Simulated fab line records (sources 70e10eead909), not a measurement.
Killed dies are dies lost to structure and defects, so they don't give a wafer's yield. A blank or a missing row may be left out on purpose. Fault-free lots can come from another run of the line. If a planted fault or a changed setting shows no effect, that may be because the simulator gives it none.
Matching of chambers ; flow nandHarc ; rieDiel-11 running NHARC_A_STAIRCASE_TRIM_20: 4 sister chambers
The step chemistry O2, time 211.2 s. 4 wafers are shown with their chamber, then 10 later ones without.

EACH WAFER AND ITS CHAMBER
wafer;chamber;showerheadPlenumPTorr (Torr)
L081.1;1;3.59
L081.3;0;3.69
L085.1;2;3.79
L085.3;3;3.35

WAFERS MISSING THEIR CHAMBER
wafer;showerheadPlenumPTorr (Torr)
L085.4;3.69
L088.2;3.58
L088.5;3.34
L088.6;3.68
L092.1;3.58
L092.2;3.34
L092.4;3.68
L095.2;3.67
L095.4;3.77
L095.5;3.57

WHICH CHAMBER EACH WENT THROUGH
wafer;from the rows above;in truth
L085.4;0;0
L088.2;1;1
L088.5;3;3
L088.6;0;0
L092.1;1;1
L092.2;3;3
L092.4;0;0
L095.2;0;0
L095.4;2;2
L095.5;1;1
Correctly placed: 10 of 10. From these rows, 0 cannot be placed. 0 placed wrongly.
How it was worked out, from the rows above alone: a wafer's distance from a chamber is the root of the sum, over the readings, of the square of ((its reading less the chamber's mean) divided by the reading's scatter). If the next closest chamber is less than 2 further off than the closest, the wafer can't be placed; otherwise it belongs to the closest. A chamber's mean is the mean of its shown wafers. The scatter (one wafer shown for each chamber): square how far every hidden wafer sits from the nearest shown wafer, average those squares and take the square root.
